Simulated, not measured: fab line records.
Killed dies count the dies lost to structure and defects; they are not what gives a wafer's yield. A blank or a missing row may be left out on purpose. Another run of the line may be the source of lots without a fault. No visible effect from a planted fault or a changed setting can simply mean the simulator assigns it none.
Split-lot trial ; flow n5 finfet ; 21 wafers read from 7 lots, route of 1938 steps

THE SPLIT ITSELF
At N5_HKMG_FIN_DESCUM_17 (chemistry O2, time 7.9 s), the setting time s was moved away from the recipe's 7.9 s on 7 of the 21 wafers read, by -19.8% to +18.2%. The other wafers ran this setting at the recipe's value.

The reading is taken at the split's own step.

THE READING
CAR-ArF_of_HKMG_FIN_COAT_06.thk nm (the simulator's own value, which no gauge read), in nm, at N5_HKMG_FIN_DESCUM_17 (chemistry O2, time 7.9 s). There is no usual value for it anywhere in the file. Across the 14 wafers here that went through the recipe, the average is 83.5 nm and the standard deviation 0.19 nm.

wafer;tool, chamber at the split;time s as run, s;against the recipe;CAR-ArF_of_HKMG_FIN_COAT_06.thk nm, nm;against lot-mates on the recipe
L074.2;rie diel-02, 0;8.719;+10.4%;83.2;-0.5
L074.4;rie diel-02, 1;7.9;recipe;83.8;-
L074.6;rie diel-02, 0;7.9;recipe;83.6;-
L078.1;rie diel-02, 1,2;7.9;recipe;83.6;-
L078.3;rie diel-02, 1,2;7.9;recipe;83.6;-
L078.2;rie diel-02, 0;7.9;recipe;83.8;-
L080.2;rie diel-03, 0;7.9;recipe;83.4;-
L080.3;rie diel-03, 2;9.336;+18.2%;82.8;-0.6
L080.6;rie diel-03, 1;9.336;+18.2%;82.6;-0.8
L089.1;rie diel-03, 0;7.9;recipe;83.6;-
L089.4;rie diel-03, 2,1;6.339;-19.8%;84.6;+1.0
L089.6;rie diel-03, 2,1;6.339;-19.8%;84.6;+1.0
L093.3;rie diel-04, 0;6.567;-16.9%;84.2;+0.8
L093.4;rie diel-04, 3;7.9;recipe;83.4;-
L093.6;rie diel-04, 2;6.567;-16.9%;84;+0.6
L094.1;rie diel-04, 3,2;7.9;recipe;83.6;-
L094.3;rie diel-04, 3,2;7.9;recipe;83.6;-
L094.4;rie diel-04, 1;7.9;recipe;83.8;-
L095.1;rie diel-02, 2,0;7.9;recipe;83.2;-
L095.4;rie diel-02, 2,0;7.9;recipe;83.2;-
L095.5;rie diel-02, 3;7.9;recipe;83.4;-
When a row names more than one chamber, that row covers several wafers, and the file does not tell which wafer ran in which chamber.

FIT RESULTS
A straight line over all 21 wafers: CAR-ArF_of_HKMG_FIN_COAT_06.thk nm changes by -0.0447 nm for each +1% of time s; r = -0.92; the points scatter about the line by 0.19 nm.
The same after taking each lot's own level away (the mean of its wafers on the recipe; 21 wafers): -0.0441 nm for each +1%; r = -0.98; scatter 0.1 nm.
That fit puts the effect of the largest move of time s on the reading at 0.87 nm.
The lots' own levels span 83.27 to 83.70 nm, that is 2.3 times the standard deviation above.
The two slopes agree, so the slope changes little with the lot-to-lot level.
Check: with one of the wafers moved furthest among these (-19.8%) left out of the fit, the line predicts +0.856 nm for it against its lot-mates. It came out at +1 nm against them.

FURTHER SPLITS ON THESE WAFERS
Note: prior to the reading, these wafers also went through further splits. Each is held against what the fit with the lots' levels taken away leaves over:
other split on the same wafers;wafers away from the commonest value;r with CAR-ArF_of_HKMG_FIN_COAT_06.thk nm (lot level and that fit taken away)
N5_SD_EPI_P_COAT_34 spin rpm;6;+0.00
N5_SDB_COAT_05 spin rpm;6;+0.36
N5_HKMG_FIN_DESCUM_53 time s;6;+0.19
N5_HKMG_FIN_ETCH_55 bias w;6;+0.37

THE FILE'S OWN FIT
CAR-ArF_of_HKMG_FIN_COAT_06.thk nm changes by -0.0445 nm for each +1% of time s, r = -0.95.
